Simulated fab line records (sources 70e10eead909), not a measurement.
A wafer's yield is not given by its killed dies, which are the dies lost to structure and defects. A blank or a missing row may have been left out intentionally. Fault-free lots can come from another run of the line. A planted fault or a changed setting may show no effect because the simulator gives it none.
Which tool was responsible? | flow nand harc | Sampling: 24 lots, 72 wafers, 6 of 1302 route steps

== WHAT EACH GAUGE READ, for each wafer ==
NHARC_A_CONTACT_CD_MEAS_80. Usual: cd nm at 289.6 nm, with a standard deviation of 0.81.
lot  | measured     | on        | cd nm (nm)        | flag
L074 | day 22 01:31 | cd sem-01 | 290.9 290.1 290.9 |
L075 | day 22 11:16 | cd sem-01 | 288.6 288.8 288.1 |
L078 | day 23 09:37 | cd sem-01 | 288.6 288.7 289.3 |
L076 | day 23 10:16 | cd sem-01 | 289.6 290.0 289.4 |
L079 | day 23 14:51 | cd sem-02 | 290.7 290.4 290.4 |
L077 | day 23 19:01 | cd sem-03 | 290.1 290.2 289.6 |
L081 | day 24 06:34 | cd sem-01 | 290.0 290.2 290.3 |
L080 | day 24 16:40 | cd sem-01 | 289.0 288.8 289.2 |
L084 | day 25 16:43 | cd sem-02 | 289.5 289.5 289.8 |
L082 | day 25 17:47 | cd sem-02 | 290.0 290.7 290.5 |
L083 | day 25 18:28 | cd sem-03 | 290.7 291.2 290.5 |
L085 | day 27 04:19 | cd sem-03 | 289.4 289.4 289.4 |
L086 | day 27 07:28 | cd sem-02 | 289.6 290.2 290.2 |
L087 | day 27 20:03 | cd sem-01 | 289.5 289.1 289.2 |
L088 | day 27 22:07 | cd sem-03 | 290.0 290.1 289.9 |
L089 | day 27 23:55 | cd sem-02 | 289.9 290.2 290.1 |
L090 | day 28 12:14 | cd sem-03 | 287.7 288.8 287.8 |
L091 | day 28 14:59 | cd sem-03 | 290.3 290.9 290.1 |
L093 | day 29 05:37 | cd sem-02 | 289.5 289.2 289.3 |
L092 | day 29 11:26 | cd sem-01 | 288.2 287.9 289.0 |
L095 | day 30 07:49 | cd sem-03 | 288.5 288.6 289.0 |
L094 | day 30 08:55 | cd sem-03 | 289.1 289.6 289.5 |
L096 | day 31 01:20 | cd sem-03 | 288.7 289.1 289.0 |
L097 | day 31 14:05 | cd sem-01 | 289.8 289.5 290.1 |

== EACH LOT AND THE TOOL THAT RAN IT (in order: tool; ch and the chambers of the sampled wafers; start) ==
lot  | NHARC_A_CONTACT_ETCH_49                       | NHARC_A_CONTACT_ETCH_113             | NHARC_A_CONTACT_ETCH_96                       | NHARC_A_CONTACT_DEP_58          | NHARC_A_CONTACT_ETCH_130
L074 | rie diel-05 ch 0,1,2, day 21 12:36 or earlier | har cap etch-01 ch 0,1, day 21 12:36 | rie diel-05 ch 0,1, day 21 20:31 or earlier   | pecvd-04 ch 0,2, day 21 20:31   | har cap etch-02 ch 0,1, day 22 00:01
L075 | rie diel-05 ch 0,3, day 21 22:53 or earlier   | har cap etch-03 ch 0,1, day 21 22:53 | rie diel-05 ch 0,1,2, day 22 06:20 or earlier | pecvd-03 ch 1,2, day 22 06:20   | har cap etch-03 ch 0, day 22 09:44
L078 | rie diel-10 ch 0,1,2, day 22 20:46 or earlier | har cap etch-02 ch 0,1, day 22 20:46 | rie diel-05 ch 1,2,3, day 23 04:31 or earlier | pecvd-04 ch 0,1, day 23 04:31   | har cap etch-03 ch 0,1, day 23 08:04
L076 | rie diel-05 ch 1,2,3, day 22 20:55 or earlier | har cap etch-03 ch 0,1, day 22 20:55 | rie diel-05 ch 0,2,3, day 23 05:14 or earlier | pecvd-03 ch 0,1,2, day 23 05:14 | har cap etch-01 ch 0, day 23 08:44
L079 | rie diel-06 ch 1,2,3, day 23 02:13 or earlier | har cap etch-01 ch 0,1, day 23 02:13 | rie diel-05 ch 1,2,3, day 23 09:37 or earlier | pecvd-02 ch 0,2, day 23 09:37   | har cap etch-02 ch 0,1, day 23 13:17
L077 | rie diel-05 ch 1,2,3, day 23 05:04 or earlier | har cap etch-02 ch 0,1, day 23 05:04 | rie diel-06 ch 1,2,3, day 23 13:56 or earlier | pecvd-02 ch 0,2, day 23 13:56   | har cap etch-01 ch 0,1, day 23 17:31
L081 | rie diel-06 ch 0,1,3, day 23 16:51 or earlier | har cap etch-03 ch 0,1, day 23 16:51 | rie diel-05 ch 2,3, day 24 01:29 or earlier   | pecvd-04 ch 0,1,2, day 24 01:29 | har cap etch-02 ch 0,1, day 24 05:02
L080 | rie diel-05 ch 0,1,2, day 24 02:37 or earlier | har cap etch-03 ch 0,1, day 24 02:37 | rie diel-05 ch 0,1, day 24 10:03 or earlier   | pecvd-03 ch 1,2, day 24 10:03   | har cap etch-03 ch 1, day 24 15:07
L084 | rie diel-05 ch 1,3, day 25 01:43 or earlier   | har cap etch-01 ch 0,1, day 25 01:43 | rie diel-05 ch 0,2, day 25 08:51 or earlier   | pecvd-03 ch 0,2, day 25 08:51   | har cap etch-01 ch 0,1, day 25 15:10
L082 | rie diel-10 ch 0,3, day 25 03:03 or earlier   | har cap etch-03 ch 0,1, day 25 03:03 | rie diel-05 ch 2,3, day 25 12:04 or earlier   | pecvd-03 ch 0,1,2, day 25 12:04 | har cap etch-03 ch 0,1, day 25 16:15
L083 | rie diel-05 ch 0,2,3, day 25 03:22 or earlier | har cap etch-02 ch 0,1, day 25 03:22 | rie diel-06 ch 0,1,3, day 25 12:14 or earlier | pecvd-04 ch 1,2, day 25 12:14   | har cap etch-02 ch 0,1, day 25 16:55
L085 | rie diel-05 ch 0,2,3, day 26 10:16 or earlier | har cap etch-01 ch 0,1, day 26 10:16 | rie diel-05 ch 0,1,2, day 26 23:19 or earlier | pecvd-02 ch 1,2, day 26 23:19   | har cap etch-02 ch 0,1, day 27 02:47
L086 | rie diel-05 ch 1,2,3, day 26 16:42 or earlier | har cap etch-03 ch 0,1, day 26 16:42 | rie diel-05 ch 2,3, day 26 19:31              | pecvd-02 ch 0,2, day 27 02:30   | har cap etch-01 ch 0, day 27 05:55
L087 | rie diel-06 ch 0,2,3, day 27 06:38 or earlier | har cap etch-03 ch 0,1, day 27 06:38 | rie diel-05 ch 0,2, day 27 15:03 or earlier   | pecvd-03 ch 0,1,2, day 27 15:03 | har cap etch-02 ch 0,1, day 27 18:31
L088 | rie diel-05 ch 0,1,3, day 27 09:58 or earlier | har cap etch-02 ch 0,1, day 27 09:58 | rie diel-05 ch 1,3, day 27 17:04 or earlier   | pecvd-02 ch 0,2, day 27 17:04   | har cap etch-03 ch 0, day 27 20:35
L089 | rie diel-05 ch 0,1,2, day 27 11:51 or earlier | har cap etch-03 ch 0,1, day 27 11:51 | rie diel-05 ch 0,1,3, day 27 19:01 or earlier | pecvd-02 ch 0,1,2, day 27 19:01 | har cap etch-01 ch 0,1, day 27 22:23
L090 | rie diel-05 ch 1,2,3, day 27 23:45 or earlier | har cap etch-02 ch 0,1, day 27 23:45 | rie diel-05 ch 1,2, day 28 06:51 or earlier   | pecvd-03 ch 0,1,2, day 28 06:51 | har cap etch-03 ch 0,1, day 28 10:14
L091 | rie diel-05 ch 1,2, day 28 01:01 or earlier   | har cap etch-03 ch 0,1, day 28 01:01 | rie diel-05 ch 1,3, day 28 10:02 or earlier   | pecvd-04 ch 0,1, day 28 10:02   | har cap etch-02 ch 0,1, day 28 13:28
L093 | rie diel-06 ch 0,1, day 28 17:26 or earlier   | har cap etch-01 ch 0,1, day 28 17:26 | rie diel-10 ch 1,2, day 29 00:36 or earlier   | pecvd-03 ch 0,1, day 29 00:36   | har cap etch-01 ch 0, day 29 04:04
L092 | rie diel-05 ch 0,2,3, day 28 22:00 or earlier | har cap etch-02 ch 0,1, day 28 22:00 | rie diel-06 ch 0,1,2, day 29 06:27 or earlier | pecvd-02 ch 0,1,2, day 29 06:27 | har cap etch-03 ch 0,1, day 29 09:55
L095 | rie diel-06 ch 1,2,3, day 29 19:49 or earlier | har cap etch-03 ch 0,1, day 29 19:49 | rie diel-05 ch 1,2,3, day 30 02:52 or earlier | pecvd-04 ch 0,1,2, day 30 02:52 | har cap etch-01 ch 0,1, day 30 06:17
L094 | rie diel-05 ch 0,2,3, day 29 20:57 or earlier | har cap etch-02 ch 0,1, day 29 20:57 | rie diel-05 ch 0,1,2, day 30 04:03 or earlier | pecvd-04 ch 0,1,2, day 30 04:03 | har cap etch-03 ch 0,1, day 30 07:28
L096 | rie diel-10 ch 0,1,2, day 30 11:32 or earlier | har cap etch-02 ch 0,1, day 30 11:32 | rie diel-10 ch 0,1,2, day 30 20:16 or earlier | pecvd-04 ch 0,2, day 30 20:16   | har cap etch-02 ch 0,1, day 30 23:48
L097 | rie diel-10 ch 0,2,3, day 30 23:42 or earlier | har cap etch-01 ch 0,1, day 30 23:42 | rie diel-06 ch 1,2,3, day 31 09:02 or earlier | pecvd-02 ch 1,2, day 31 09:02   | har cap etch-01 ch 0,1, day 31 12:33
- NHARC_A_CONTACT_ETCH_49: etches the open film in N2/H2, target depth 260 nm, time 475.3 s.
- NHARC_A_CONTACT_ETCH_113: etches the open film in C4F8/O2/Ar, time 190 s, target depth 1850 nm.
- NHARC_A_CONTACT_ETCH_96: etches the open film in C4F6/O2, target depth 20 nm, time 10 s.
- NHARC_A_CONTACT_DEP_58: deposits SiON, target thk 90 nm.
- NHARC_A_CONTACT_ETCH_130: etches the open film in C4F8/O2/Ar, time 197 s, target depth 1918 nm.

== WHAT THE TOOLS THEMSELVES READ (means of the sampled wafers that have a number; where no wafer has one, the mark that the record gives instead) ==
NHARC_A_CONTACT_ETCH_49. Usual: drypump motor current A 5.8 A, standard deviation 0.51; mfc ar sccm 0.006 sccm, standard deviation 0.0085; oes product au 1.003 a.u., standard deviation 0.01; rf vpp V 430 V, standard deviation 3.3; showerhead plenum p Torr 2.01 Torr, standard deviation 0.12; throttle valve pct 14.172 %, standard deviation 0.0088.
lot  | tool        | drypump motor current A (A) | mfc ar sccm (sccm) | oes product au (a.u.) | rf vpp V (V) | showerhead plenum p Torr (Torr) | throttle valve pct (%) | flag
L074 | rie diel-05 | 6.1                         | 0.003              | 0.982                 | 429          | 1.99                            | 14.178                 |
L075 | rie diel-05 | 5.6                         | 0.015              | 1.000                 | 429          | 2.01                            | 14.176                 |
L078 | rie diel-10 | 6.0                         | 0.000              | 1.000                 | 430          | 2.00                            | 14.164                 |
L076 | rie diel-05 | 5.9                         | 0.010              | 0.997                 | 427          | 1.90                            | 14.169                 |
L079 | rie diel-06 | 5.3                         | 0.004              | 1.000                 | 428          | 1.99                            | 14.171                 |
L077 | rie diel-05 | 5.9                         | 0.010              | 0.994                 | 427          | 1.90                            | 14.167                 |
L081 | rie diel-06 | 5.9                         | 0.004              | 1.002                 | 429          | 1.99                            | 14.165                 |
L080 | rie diel-05 | 6.1                         | 0.003              | 1.003                 | 429          | 1.98                            | 14.172                 |
L084 | rie diel-05 | 5.7                         | 0.013              | 1.009                 | 428          | 1.91                            | 14.164                 |
L082 | rie diel-10 | 5.2                         | 0.000              | 1.004                 | 430          | 2.00                            | 14.175                 |
L083 | rie diel-05 | 6.0                         | 0.008              | 0.999                 | 429          | 1.99                            | 14.173                 |
L085 | rie diel-05 | 6.0                         | 0.008              | 1.001                 | 432          | 2.10                            | 14.170                 |
L086 | rie diel-05 | 5.9                         | 0.010              | 1.006                 | 429          | 2.01                            | 14.173                 |
L087 | rie diel-06 | 5.4                         | 0.000              | 1.005                 | 430          | 2.03                            | 14.171                 |
L088 | rie diel-05 | 5.8                         | 0.010              | 1.011                 | 429          | 1.99                            | 14.177                 |
L089 | rie diel-05 | 6.1                         | 0.003              | 0.997                 | 431          | 2.09                            | 14.169                 |
L090 | rie diel-05 | 5.9                         | 0.010              | 1.010                 | 430          | 2.01                            | 14.178                 |
L091 | rie diel-05 | 6.0                         | 0.005              | 1.007                 | 430          | 2.00                            | 14.178                 |
L093 | rie diel-06 | 6.1                         | 0.009              | 1.006                 | 428          | 1.94                            | 14.172                 |
L092 | rie diel-05 | 6.0                         | 0.008              | 1.005                 | 432          | 2.10                            | 14.166                 |
L095 | rie diel-06 | 5.3                         | 0.004              | 1.007                 | 429          | 1.97                            | 14.169                 |
L094 | rie diel-05 | 6.0                         | 0.008              | 1.000                 | 432          | 2.10                            | 14.173                 |
L096 | rie diel-10 | 6.0                         | 0.000              | 1.017                 | 433          | 2.09                            | 14.181                 |
L097 | rie diel-10 | 5.6                         | 0.000              | 1.007                 | 432          | 2.11                            | 14.164                 |

NHARC_A_CONTACT_ETCH_96. Usual: drypump motor current A is 5.9 A with standard deviation 0.49, mfc ar sccm is 499.9 sccm with standard deviation 1.6, o2 flow sccm is 20.01 sccm with standard deviation 0.063, oes product au is 0.972 a.u. with standard deviation 0.028, rf vpp V is 546 V with standard deviation 4.4, showerhead plenum p Torr is 3.87 Torr with standard deviation 0.21, and throttle valve pct is 26.904 % with standard deviation 0.0087.
lot  | tool        | drypump motor current A (A) | mfc ar sccm (sccm) | o2 flow sccm (sccm) | oes product au (a.u.) | rf vpp V (V) | showerhead plenum p Torr (Torr) | throttle valve pct (%) | flag
L074 | rie diel-05 | 5.9                         | 499.8              | 20.01               | 0.950                 | 544          | 3.84                            | 26.906                 |
L075 | rie diel-05 | 6.1                         | 500.2              | 20.01               | 0.941                 | 545          | 3.83                            | 26.895                 |
L078 | rie diel-05 | 5.9                         | 499.0              | 20.02               | 1.003                 | 542          | 3.69                            | 26.909                 |
L076 | rie diel-05 | 6.0                         | 500.4              | 19.97               | 0.957                 | 545          | 3.84                            | 26.898                 |
L079 | rie diel-05 | 5.9                         | 501.2              | 19.95               | 0.998                 | 541          | 3.69                            | 26.900                 |
L077 | rie diel-06 | 5.3                         | 500.9              | 19.99               | 1.006                 | 545          | 3.83                            | 26.907                 |
L081 | rie diel-05 | 5.8                         | 500.0              | 19.98               | 0.996                 | 542          | 3.70                            | 26.903                 |
L080 | rie diel-05 | 6.0                         | 498.8              | 20.02               | 0.938                 | 548          | 3.99                            | 26.896                 |
L084 | rie diel-05 | 6.2                         | 500.6              | 20.03               | 0.947                 | 547          | 3.97                            | 26.905                 |
L082 | rie diel-05 | 5.8                         | 498.9              | 20.07               | 0.996                 | 542          | 3.70                            | 26.904                 |
L083 | rie diel-06 | 5.9                         | 499.4              | 20.03               | 0.950                 | 545          | 3.83                            | 26.897                 |
L085 | rie diel-05 | 6.1                         | 500.5              | 19.97               | 0.974                 | 549          | 4.01                            | 26.900                 |
L086 | rie diel-05 | 6.1                         | 500.7              | 19.98               | 0.956                 | 549          | 4.06                            | 26.900                 |
L087 | rie diel-05 | 6.2                         | 500.3              | 20.07               | 1.003                 | 552          | 4.16                            | 26.898                 |
L088 | rie diel-05 | 5.5                         | 500.3              | 20.02               | 0.970                 | 543          | 3.71                            | 26.895                 |
L089 | rie diel-05 | 5.8                         | 498.7              | 20.00               | 0.942                 | 545          | 3.84                            | 26.904                 |
L090 | rie diel-05 | 6.0                         | 498.9              | 19.96               | 0.942                 | 547          | 3.86                            | 26.906                 |
L091 | rie diel-05 | 5.7                         | 499.7              | 20.01               | 0.958                 | 542          | 3.69                            | 26.904                 |
L093 | rie diel-10 | 6.3                         | 500.5              | 20.02               | 1.015                 | 547          | 3.90                            | 26.913                 |
L092 | rie diel-06 | 5.6                         | 499.1              | 20.01               | 1.006                 | 544          | 3.85                            | 26.901                 |
L095 | rie diel-05 | 5.9                         | 500.2              | 20.00               | 0.981                 | 545          | 3.87                            | 26.903                 |
L094 | rie diel-05 | 6.1                         | 499.2              | 20.05               | 0.947                 | 548          | 4.00                            | 26.900                 |
L096 | rie diel-10 | 6.0                         | 499.9              | 19.99               | 0.958                 | 549          | 4.02                            | 26.911                 |
L097 | rie diel-06 | 5.3                         | 499.9              | 19.99               | 1.003                 | 545          | 3.79                            | 26.898                 |

NHARC_A_CONTACT_DEP_58. Usual: heater power w at 790 W, with a standard deviation of 71.
lot  | tool     | heater power w (W) | flag
L074 | pecvd-04 | 720                |
L075 | pecvd-03 | 829                |
L078 | pecvd-04 | 776                |
L076 | pecvd-03 | 758                |
L079 | pecvd-02 | 833                |
L077 | pecvd-02 | 762                |
L081 | pecvd-04 | 740                |
L080 | pecvd-03 | 817                |
L084 | pecvd-03 | 686                |
L082 | pecvd-03 | 767                |
L083 | pecvd-04 | 735                |
L085 | pecvd-02 | 778                |
L086 | pecvd-02 | 845                |
L087 | pecvd-03 | 817                |
L088 | pecvd-02 | 844                |
L089 | pecvd-02 | 806                |
L090 | pecvd-03 | 807                |
L091 | pecvd-04 | 765                |
L093 | pecvd-03 | 751                |
L092 | pecvd-02 | 806                |
L095 | pecvd-04 | 786                |
L094 | pecvd-04 | 794                |
L096 | pecvd-04 | 782                |
L097 | pecvd-02 | 864                |

== THE ANSWER, worked out from the rows above alone ==
Rule: a lot counts as off when the mean over its wafers that have a number is more than 3 standard deviations away from the usual mean. Also off: a lot with no number at a reading for which 4 or more lots have one. Where the step has rows for the other lots, those lots are counted as sound. After the gauges, taken in route order, come the tools' own readings; for these a lot's mean is taken, as printed above. At the first step where some lot is off, the reading lying furthest off is the one used; lots without a number count as furthest.
None of the lots is off at any reading shown; this tells nothing.

== WHAT HAD BEEN PUT IN BY THE SIMULATOR ==
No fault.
